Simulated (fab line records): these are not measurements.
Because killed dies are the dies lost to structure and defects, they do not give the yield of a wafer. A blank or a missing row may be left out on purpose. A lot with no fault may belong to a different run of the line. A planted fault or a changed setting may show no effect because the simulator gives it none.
Which tool was responsible? | flow nand-harc | 24 lots with 72 wafers sampled at 6 steps, on a route of 1302 steps

WHAT THE GAUGES SHOWED, per wafer
Not one reading of a measure or inspect step in the record can be checked against a usual standard deviation.

WHAT TOOL EACH LOT RAN ON (gives the tool, then ch and the chambers of the sampled wafers, and finally the start)
lot  | NHARC_P_GATE_STRIP_112               | NHARC_P_GATE_DESCUM_93             | NHARC_P_CONTACT_ETCH_35            | NHARC_P_M0_DEP_32               | NHARC_P_M1_DEGAS_29          | NHARC_P_M1_PRE_CLEAN_32
L074 | plasma-asher-02 ch 0,1, day 5 22:11  | rie-diel-11 ch 2,3, day 5 23:19    | rie-diel-10 ch 0,1, day 6 04:07    | pecvd-04 ch 0,1,2, day 6 11:03  | pvd-sputter-03, day 6 13:22  | pecvd-04 ch 0,1,2, day 6 15:00
L075 | plasma-asher-02 ch 0,1, day 6 04:45  | rie-diel-06 ch 0,1,2, day 6 05:55  | rie-diel-04 ch 0,1,2, day 6 10:44  | pecvd-04 ch 0,2, day 6 17:34    | pvd-sputter-03, day 6 19:53  | pecvd-04 ch 0,2, day 6 21:31
L076 | plasma-asher-02 ch 0,1, day 6 06:47  | rie-diel-07 ch 0,2, day 6 08:09    | rie-diel-09 ch 0,3, day 6 12:49    | pecvd-02 ch 0,1, day 6 19:43    | pvd-sputter-01, day 6 22:01  | pecvd-01 ch 0,1,2, day 6 23:38
L077 | plasma-asher-02 ch 0,1, day 6 18:13  | rie-diel-11 ch 0,2, day 6 19:31    | rie-diel-04 ch 1,2, day 7 00:19    | pecvd-02 ch 2, day 7 07:20      | pvd-sputter-01, day 7 09:43  | pecvd-02 ch 0,2, day 7 11:20
L078 | plasma-asher-02 ch 0,1, day 7 08:23  | rie-diel-06 ch 0,1, day 7 09:35    | rie-diel-10 ch 0,3, day 7 14:38    | pecvd-04 ch 1,2, day 7 21:26    | pvd-sputter-02, day 7 23:47  | pecvd-02 ch 0,2, day 8 01:26
L079 | plasma-asher-01 ch 0,1, day 7 13:56  | rie-diel-06 ch 0,2,3, day 7 15:17  | rie-diel-04 ch 0,1, day 7 20:08    | pecvd-01 ch 0,1,2, day 8 03:46  | pvd-sputter-02, day 8 06:24  | pecvd-04 ch 0,1,2, day 8 08:02
L080 | plasma-asher-02 ch 0,1, day 8 03:46  | rie-diel-07 ch 1,2,3, day 8 05:01  | rie-diel-10 ch 2,3, day 8 09:56    | pecvd-02 ch 0,1,2, day 8 16:47  | pvd-sputter-03, day 8 19:08  | pecvd-02 ch 0,2, day 8 20:46
L081 | plasma-asher-02 ch 0,1, day 8 12:34  | rie-diel-07 ch 1,3, day 8 13:48    | rie-diel-10 ch 0,3, day 8 18:37    | pecvd-01 ch 0,2, day 9 01:44    | pvd-sputter-01, day 9 04:14  | pecvd-01 ch 0,2, day 9 06:22
L082 | plasma-asher-01 ch 0,1, day 8 20:38  | rie-diel-11 ch 0,1,2, day 8 21:59  | rie-diel-09 ch 1,2,3, day 9 03:01  | pecvd-04 ch 0,2, day 9 09:38    | pvd-sputter-01, day 9 12:05  | pecvd-02 ch 1,2, day 9 13:43
L083 | plasma-asher-02 ch 0,1, day 9 10:55  | rie-diel-06 ch 0,3, day 9 12:08    | rie-diel-09 ch 0,2, day 9 17:20    | pecvd-04 ch 0,1,2, day 10 00:03 | pvd-sputter-03, day 10 02:28 | pecvd-04 ch 0,1, day 10 04:05
L084 | plasma-asher-02 ch 0, day 9 23:34    | rie-diel-06 ch 2,3, day 10 00:45   | rie-diel-09 ch 2,3, day 10 05:34   | pecvd-04 ch 0,1,2, day 10 12:52 | pvd-sputter-02, day 10 15:20 | pecvd-04 ch 0,1, day 10 16:56
L085 | plasma-asher-01 ch 0,1, day 10 05:05 | rie-diel-07 ch 0,2,3, day 10 06:22 | rie-diel-10 ch 1,2,3, day 10 11:03 | pecvd-04 ch 0,2, day 10 18:03   | pvd-sputter-01, day 10 20:32 | pecvd-01 ch 0,1, day 10 22:08
L086 | plasma-asher-01 ch 0,1, day 10 11:16 | rie-diel-06 ch 0,1,3, day 10 12:34 | rie-diel-04 ch 1,2,3, day 10 17:14 | pecvd-04 ch 0,2, day 11 00:17   | pvd-sputter-01, day 11 02:46 | pecvd-04 ch 0,2, day 11 04:23
L087 | plasma-asher-01 ch 0,1, day 10 21:07 | rie-diel-07 ch 1,2, day 10 22:16   | rie-diel-09 ch 3, day 11 03:16     | pecvd-04 ch 0,1,2, day 11 11:04 | pvd-sputter-03, day 11 13:24 | pecvd-04 ch 0,1,2, day 11 15:03
L088 | plasma-asher-01 ch 1, day 11 22:51   | rie-diel-06 ch 1,3, day 12 00:12   | rie-diel-10 ch 0,1, day 12 04:58   | pecvd-01 ch 0,1,2, day 12 12:05 | pvd-sputter-02, day 12 14:22 | pecvd-02 ch 1,2, day 12 16:01
L090 | plasma-asher-01 ch 0,1, day 12 06:24 | rie-diel-07 ch 1,3, day 12 07:46   | rie-diel-09 ch 1,3, day 12 12:27   | pecvd-01 ch 0,1,2, day 12 19:10 | pvd-sputter-02, day 12 21:33 | pecvd-02 ch 1,2, day 12 23:11
L089 | plasma-asher-02 ch 0,1, day 12 07:10 | rie-diel-06 ch 0,3, day 12 08:28   | rie-diel-09 ch 0,2,3, day 12 13:35 | pecvd-02 ch 0,1, day 12 20:40   | pvd-sputter-03, day 12 23:05 | pecvd-04 ch 1,2, day 13 00:43
L091 | plasma-asher-01 ch 0,1, day 12 18:38 | rie-diel-07 ch 1,2,3, day 12 19:53 | rie-diel-09 ch 0,2,3, day 13 00:31 | pecvd-01 ch 1,2, day 13 07:32   | pvd-sputter-02, day 13 10:01 | pecvd-04 ch 0,1, day 13 11:40
L092 | plasma-asher-01 ch 0,1, day 13 12:25 | rie-diel-06 ch 0,3, day 13 13:43   | rie-diel-04 ch 2,3, day 13 18:22   | pecvd-02 ch 0,1,2, day 14 01:06 | pvd-sputter-01, day 14 03:36 | pecvd-02 ch 0,2, day 14 05:13
L094 | plasma-asher-02 ch 0,1, day 13 19:09 | rie-diel-07 ch 0,1,2, day 13 20:29 | rie-diel-04 ch 1,2,3, day 14 01:25 | pecvd-04 ch 0,1, day 14 08:12   | pvd-sputter-02, day 14 10:47 | pecvd-01 ch 0,1, day 14 12:25
L093 | plasma-asher-01 ch 0,1, day 13 19:37 | rie-diel-11 ch 0,2, day 13 20:53   | rie-diel-09 ch 1,2,3, day 14 01:40 | pecvd-02 ch 0,1,2, day 14 08:29 | pvd-sputter-03, day 14 11:09 | pecvd-04 ch 0,2, day 14 12:49
L095 | plasma-asher-02 ch 0,1, day 14 06:44 | rie-diel-07 ch 0,3, day 14 08:05   | rie-diel-04 ch 0,1, day 14 12:53   | pecvd-04 ch 0,1,2, day 14 19:41 | pvd-sputter-02, day 14 22:01 | pecvd-02 ch 0,1,2, day 14 23:39
L096 | plasma-asher-01 ch 0,1, day 14 18:11 | rie-diel-11 ch 2,3, day 14 19:25   | rie-diel-10 ch 0,2,3, day 15 00:04 | pecvd-04 ch 1,2, day 15 06:38   | pvd-sputter-01, day 15 09:05 | pecvd-02 ch 1,2, day 15 10:44
L097 | plasma-asher-02 ch 0,1, day 15 02:46 | rie-diel-07 ch 1,2,3, day 15 04:02 | rie-diel-10 ch 0,1, day 15 08:42   | pecvd-02 ch 1,2, day 15 15:32   | pvd-sputter-01, day 15 18:02 | pecvd-04 ch 0,2, day 15 19:43
- NHARC_P_GATE_STRIP_112: strips in N2/H2, time 200 s.
- NHARC_P_GATE_DESCUM_93: chemistry O2, time 3 s.
- NHARC_P_CONTACT_ETCH_35: etches the open film in CF4, target depth 39 nm, time 65 s.
- NHARC_P_M0_DEP_32: deposits SiCN, target thk 30 nm.
- NHARC_P_M1_DEGAS_29: time 60 s.
- NHARC_P_M1_PRE_CLEAN_32: time 12 s.

WHAT THE TOOLS THEMSELVES READ (means of the sampled wafers that have a number; where no wafer has one, the mark that the record gives instead)
NHARC_P_GATE_STRIP_112. Usual: drypump-motor-current-A 5.5 A, standard deviation 0.57; heater-power-w 88 W, standard deviation 6.2.
lot  | tool            | drypump-motor-current-A (A) | heater-power-w (W) | flag
L074 | plasma-asher-02 | 5.0                         | 89                 |
L075 | plasma-asher-02 | 5.0                         | 90                 |
L076 | plasma-asher-02 | 5.0                         | 87                 |
L077 | plasma-asher-02 | 5.0                         | 87                 |
L078 | plasma-asher-02 | 5.0                         | 86                 |
L079 | plasma-asher-01 | 6.2                         | 87                 |
L080 | plasma-asher-02 | 5.1                         | 90                 |
L081 | plasma-asher-02 | 5.0                         | 90                 |
L082 | plasma-asher-01 | 6.2                         | 86                 |
L083 | plasma-asher-02 | 5.1                         | 91                 |
L084 | plasma-asher-02 | 5.0                         | 84                 |
L085 | plasma-asher-01 | 6.1                         | 89                 |
L086 | plasma-asher-01 | 6.1                         | 90                 |
L087 | plasma-asher-01 | 6.1                         | 89                 |
L088 | plasma-asher-01 | 6.3                         | 81                 |
L090 | plasma-asher-01 | 6.1                         | 90                 |
L089 | plasma-asher-02 | 5.0                         | 84                 |
L091 | plasma-asher-01 | 6.1                         | 89                 |
L092 | plasma-asher-01 | 6.1                         | 85                 |
L094 | plasma-asher-02 | 5.0                         | 83                 |
L093 | plasma-asher-01 | 6.2                         | 85                 |
L095 | plasma-asher-02 | 5.0                         | 87                 |
L096 | plasma-asher-01 | 6.1                         | 90                 |
L097 | plasma-asher-02 | 5.0                         | 84                 |

NHARC_P_GATE_DESCUM_93. Usual: drypump-motor-current-A 5.6 A, standard deviation 0.46; oes-product-au 1.000 a.u., standard deviation 0.0095; rf-vpp-V 57.8 V, standard deviation 0.89; showerhead-plenum-p-Torr 1.92 Torr, standard deviation 0.09; throttle-valve-pct 11.312 %, standard deviation 0.0087.
lot  | tool        | drypump-motor-current-A (A) | oes-product-au (a.u.) | rf-vpp-V (V) | showerhead-plenum-p-Torr (Torr) | throttle-valve-pct (%) | flag
L074 | rie-diel-11 | 6.0                         | 0.997                 | 57.5         | 1.87                            | 11.306                 |
L075 | rie-diel-06 | 5.5                         | 0.996                 | 57.6         | 1.97                            | 11.304                 |
L076 | rie-diel-07 | 5.5                         | 0.997                 | 56.8         | 1.83                            | 11.310                 |
L077 | rie-diel-11 | 5.9                         | 1.008                 | 58.7         | 1.94                            | 11.312                 |
L078 | rie-diel-06 | 5.9                         | 1.005                 | 57.9         | 1.98                            | 11.310                 |
L079 | rie-diel-06 | 5.6                         | 1.006                 | 58.3         | 2.02                            | 11.308                 |
L080 | rie-diel-07 | 5.4                         | 1.005                 | 58.1         | 1.85                            | 11.312                 |
L081 | rie-diel-07 | 5.5                         | 1.001                 | 57.4         | 1.86                            | 11.317                 |
L082 | rie-diel-11 | 5.8                         | 1.011                 | 58.0         | 1.96                            | 11.311                 |
L083 | rie-diel-06 | 6.1                         | 1.000                 | 58.2         | 2.03                            | 11.314                 |
L084 | rie-diel-06 | 5.1                         | 1.015                 | 57.8         | 2.02                            | 11.305                 |
L085 | rie-diel-07 | 5.5                         | 0.999                 | 58.0         | 1.82                            | 11.305                 |
L086 | rie-diel-06 | 5.9                         | 0.999                 | 57.2         | 1.96                            | 11.305                 |
L087 | rie-diel-07 | 5.2                         | 0.994                 | 57.3         | 1.84                            | 11.308                 |
L088 | rie-diel-06 | 5.9                         | 1.000                 | 57.7         | 1.94                            | 11.316                 |
L090 | rie-diel-07 | 5.5                         | 0.995                 | 56.9         | 1.86                            | 11.308                 |
L089 | rie-diel-06 | 6.1                         | 0.989                 | 59.2         | 2.02                            | 11.319                 |
L091 | rie-diel-07 | 5.4                         | 0.994                 | 57.1         | 1.85                            | 11.315                 |
L092 | rie-diel-06 | 6.1                         | 0.998                 | 58.9         | 2.01                            | 11.308                 |
L094 | rie-diel-07 | 5.4                         | 0.992                 | 57.5         | 1.85                            | 11.314                 |
L093 | rie-diel-11 | 5.9                         | 0.999                 | 58.4         | 1.94                            | 11.307                 |
L095 | rie-diel-07 | 5.7                         | 1.013                 | 57.3         | 1.83                            | 11.309                 |
L096 | rie-diel-11 | 6.0                         | 0.988                 | 57.5         | 1.87                            | 11.311                 |
L097 | rie-diel-07 | 5.4                         | 0.996                 | 58.7         | 1.85                            | 11.314                 |

NHARC_P_CONTACT_ETCH_35. Usual: drypump-motor-current-A 5.7 A, standard deviation 0.35; oes-product-au 1.000 a.u., standard deviation 0.0095; rf-vpp-V 151.3 V, standard deviation 1.4; showerhead-plenum-p-Torr 1.76 Torr, standard deviation 0.092; throttle-valve-pct 13.283 %, standard deviation 0.0087.
lot  | tool        | drypump-motor-current-A (A) | oes-product-au (a.u.) | rf-vpp-V (V) | showerhead-plenum-p-Torr (Torr) | throttle-valve-pct (%) | flag
L074 | rie-diel-10 | 5.5                         | 0.999                 | 150.8        | 1.79                            | 13.283                 |
L075 | rie-diel-04 | 6.0                         | 0.998                 | 151.0        | 1.72                            | 13.277                 |
L076 | rie-diel-09 | 5.7                         | 0.994                 | 151.7        | 1.75                            | 13.283                 |
L077 | rie-diel-04 | 6.1                         | 0.994                 | 150.7        | 1.67                            | 13.281                 |
L078 | rie-diel-10 | 5.2                         | 1.019                 | 151.7        | 1.74                            | 13.281                 |
L079 | rie-diel-04 | 5.8                         | 0.990                 | 150.9        | 1.75                            | 13.282                 |
L080 | rie-diel-10 | 5.1                         | 1.009                 | 150.3        | 1.68                            | 13.284                 |
L081 | rie-diel-10 | 5.4                         | 1.010                 | 152.1        | 1.82                            | 13.283                 |
L082 | rie-diel-09 | 5.7                         | 1.003                 | 151.5        | 1.82                            | 13.283                 |
L083 | rie-diel-09 | 5.8                         | 1.001                 | 151.9        | 1.81                            | 13.280                 |
L084 | rie-diel-09 | 5.5                         | 1.006                 | 153.1        | 1.88                            | 13.282                 |
L085 | rie-diel-10 | 5.3                         | 1.004                 | 151.1        | 1.70                            | 13.276                 |
L086 | rie-diel-04 | 6.2                         | 0.994                 | 150.6        | 1.70                            | 13.278                 |
L087 | rie-diel-09 | 5.4                         | 1.005                 | 152.0        | 1.89                            | 13.289                 |
L088 | rie-diel-10 | 5.5                         | 1.000                 | 152.0        | 1.79                            | 13.282                 |
L090 | rie-diel-09 | 5.8                         | 0.993                 | 151.1        | 1.76                            | 13.284                 |
L089 | rie-diel-09 | 5.7                         | 0.990                 | 151.4        | 1.81                            | 13.283                 |
L091 | rie-diel-09 | 5.7                         | 0.992                 | 151.8        | 1.81                            | 13.284                 |
L092 | rie-diel-04 | 6.3                         | 0.995                 | 151.7        | 1.73                            | 13.280                 |
L094 | rie-diel-04 | 6.3                         | 0.999                 | 150.8        | 1.70                            | 13.281                 |
L093 | rie-diel-09 | 5.7                         | 0.989                 | 152.5        | 1.82                            | 13.280                 |
L095 | rie-diel-04 | 5.8                         | 1.003                 | 150.5        | 1.75                            | 13.272                 |
L096 | rie-diel-10 | 5.3                         | 0.999                 | 150.3        | 1.75                            | 13.283                 |
L097 | rie-diel-10 | 5.5                         | 1.003                 | 152.1        | 1.84                            | 13.284                 |

NHARC_P_M0_DEP_32. Usual: heater-power-outer-w 338 W, standard deviation 51; heater-power-w 606 W, standard deviation 75; showerhead-vpp-V 1310 V, standard deviation 74.
lot  | tool     | heater-power-outer-w (W) | heater-power-w (W) | showerhead-vpp-V (V) | flag
L074 | pecvd-04 | 351                      | 621                | 1303                 |
L075 | pecvd-04 | 357                      | 633                | 1270                 |
L076 | pecvd-02 | 246                      | 488                | 1328                 |
L077 | pecvd-02 | 315                      | 521                | 1318                 |
L078 | pecvd-04 | 330                      | 583                | 1372                 |
L079 | pecvd-01 | 349                      | 646                | 1282                 |
L080 | pecvd-02 | 312                      | 552                | 1343                 |
L081 | pecvd-01 | 357                      | 663                | 1248                 |
L082 | pecvd-04 | 368                      | 635                | 1239                 |
L083 | pecvd-04 | 359                      | 631                | 1309                 |
L084 | pecvd-04 | 349                      | 614                | 1304                 |
L085 | pecvd-04 | 359                      | 633                | 1255                 |
L086 | pecvd-04 | 315                      | 561                | 1316                 |
L087 | pecvd-04 | 366                      | 637                | 1302                 |
L088 | pecvd-01 | 326                      | 604                | 1280                 |
L090 | pecvd-01 | 363                      | 663                | 1278                 |
L089 | pecvd-02 | 280                      | 529                | 1374                 |
L091 | pecvd-01 | 379                      | 682                | 1334                 |
L092 | pecvd-02 | 290                      | 529                | 1337                 |
L094 | pecvd-04 | 344                      | 617                | 1254                 |
L093 | pecvd-02 | 319                      | 577                | 1329                 |
L095 | pecvd-04 | 356                      | 640                | 1321                 |
L096 | pecvd-04 | 369                      | 665                | 1377                 |
L097 | pecvd-02 | 299                      | 543                | 1311                 |

NHARC_P_M1_DEGAS_29. Usual: heater-power-w reads 323 W (standard deviation 40).
lot  | tool           | heater-power-w (W) | flag
L074 | pvd-sputter-03 | 327                |
L075 | pvd-sputter-03 | 323                |
L076 | pvd-sputter-01 | 308                |
L077 | pvd-sputter-01 | 326                |
L078 | pvd-sputter-02 | 328                |
L079 | pvd-sputter-02 | 346                |
L080 | pvd-sputter-03 | 321                |
L081 | pvd-sputter-01 | 323                |
L082 | pvd-sputter-01 | 305                |
L083 | pvd-sputter-03 | 351                |
L084 | pvd-sputter-02 | 358                |
L085 | pvd-sputter-01 | 298                |
L086 | pvd-sputter-01 | 325                |
L087 | pvd-sputter-03 | 327                |
L088 | pvd-sputter-02 | 327                |
L090 | pvd-sputter-02 | 316                |
L089 | pvd-sputter-03 | 324                |
L091 | pvd-sputter-02 | 296                |
L092 | pvd-sputter-01 | 330                |
L094 | pvd-sputter-02 | 339                |
L093 | pvd-sputter-03 | 347                |
L095 | pvd-sputter-02 | 301                |
L096 | pvd-sputter-01 | 321                |
L097 | pvd-sputter-01 | 314                |

NHARC_P_M1_PRE_CLEAN_32. Usual: heater-power-outer-w 377 W, standard deviation 50; heater-power-w 656 W, standard deviation 74.
lot  | tool     | heater-power-outer-w (W) | heater-power-w (W) | flag
L074 | pecvd-04 | 374                      | 664                |
L075 | pecvd-04 | 408                      | 700                |
L076 | pecvd-01 | 411                      | 718                |
L077 | pecvd-02 | 360                      | 601                |
L078 | pecvd-02 | 360                      | 580                |
L079 | pecvd-04 | 394                      | 673                |
L080 | pecvd-02 | 352                      | 590                |
L081 | pecvd-01 | 365                      | 684                |
L082 | pecvd-02 | 371                      | 616                |
L083 | pecvd-04 | 405                      | 693                |
L084 | pecvd-04 | 377                      | 661                |
L085 | pecvd-01 | 430                      | 730                |
L086 | pecvd-04 | 408                      | 689                |
L087 | pecvd-04 | 410                      | 698                |
L088 | pecvd-02 | 384                      | 639                |
L090 | pecvd-02 | 396                      | 663                |
L089 | pecvd-04 | 381                      | 692                |
L091 | pecvd-04 | 430                      | 747                |
L092 | pecvd-02 | 333                      | 566                |
L094 | pecvd-01 | 369                      | 634                |
L093 | pecvd-04 | 385                      | 667                |
L095 | pecvd-02 | 354                      | 614                |
L096 | pecvd-02 | 395                      | 655                |
L097 | pecvd-04 | 400                      | 687                |

THE ANSWER, worked out from the rows above alone
Rule: a lot counts as off when the mean over its wafers that have a number is more than 3 standard deviations away from the usual mean. Also off: a lot with no number at a reading for which 4 or more lots have one. Any other lot the step has rows for is counted as sound. Order of review: gauges by route order, followed by the tools' own readings, for which a lot's mean as printed above is used. The first step at which some lot is off is used, and at that step the reading that is off furthest; a lot without a number counts as furthest.
No lot is off at any reading shown: from this, nothing can be told.

WHAT HAD BEEN PUT IN BY THE SIMULATOR
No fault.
